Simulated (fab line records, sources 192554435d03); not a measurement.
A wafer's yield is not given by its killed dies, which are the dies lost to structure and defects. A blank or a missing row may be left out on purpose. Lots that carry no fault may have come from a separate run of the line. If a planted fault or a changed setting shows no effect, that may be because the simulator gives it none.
Matching of chambers | flow n5_finfet | 3 sister chambers for N5_BEOL_M5_CO_CAP_78 on cvd_co-02
The step material Co, precursor CCTBA/H2, target thk 2 nm, time 102.1 s. 6 wafers are shown with their chamber, then 12 later ones without.

## WAFERS WITH THEIR CHAMBER
wafer  | chamber | heater_power_w (W)
L089.1 | 1       | 221
L089.4 | 0       | 210
L089.6 | 1       | 227
L091.1 | 2       | 243
L091.4 | 2       | 241
L091.5 | 0       | 214

## WAFERS MISSING THEIR CHAMBER
wafer  | heater_power_w (W)
L096.1 | 243
L096.3 | 225
L096.5 | 231
L094.1 | 245
L094.5 | 231
L094.6 | 244
L095.3 | 205
L095.5 | 229
L095.6 | 245
L097.2 | 211
L097.4 | 224
L097.6 | 210

## WHICH CHAMBER EACH ONE RAN IN
wafer  | from the rows above     | in truth
L096.1 | 2                       | 2
L096.3 | 1                       | 1
L096.5 | can't be placed: 1 or 2 | 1
L094.1 | 2                       | 2
L094.5 | can't be placed: 1 or 2 | 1
L094.6 | 2                       | 2
L095.3 | 0                       | 0
L095.5 | 1                       | 1
L095.6 | 2                       | 2
L097.2 | 0                       | 0
L097.4 | 1                       | 1
L097.6 | 0                       | 0
Placed correctly: 10 of 12. From these rows, 2 cannot be placed; in 2 the true chamber is one of the candidates. Wrongly placed: 0.
How it was worked out, from the rows above alone: a wafer's distance from a chamber is the root of the sum, over the readings, of the square of ((its reading less the chamber's mean) divided by the reading's scatter). The wafer belongs to the nearest chamber; if the next one is less than 2 further off, it can't be placed. The mean given for a chamber averages the wafers shown for that chamber. The scatter: the root of (the sum of the squares of (reading less its chamber's mean) over the shown wafers, divided by (wafers less chambers)).
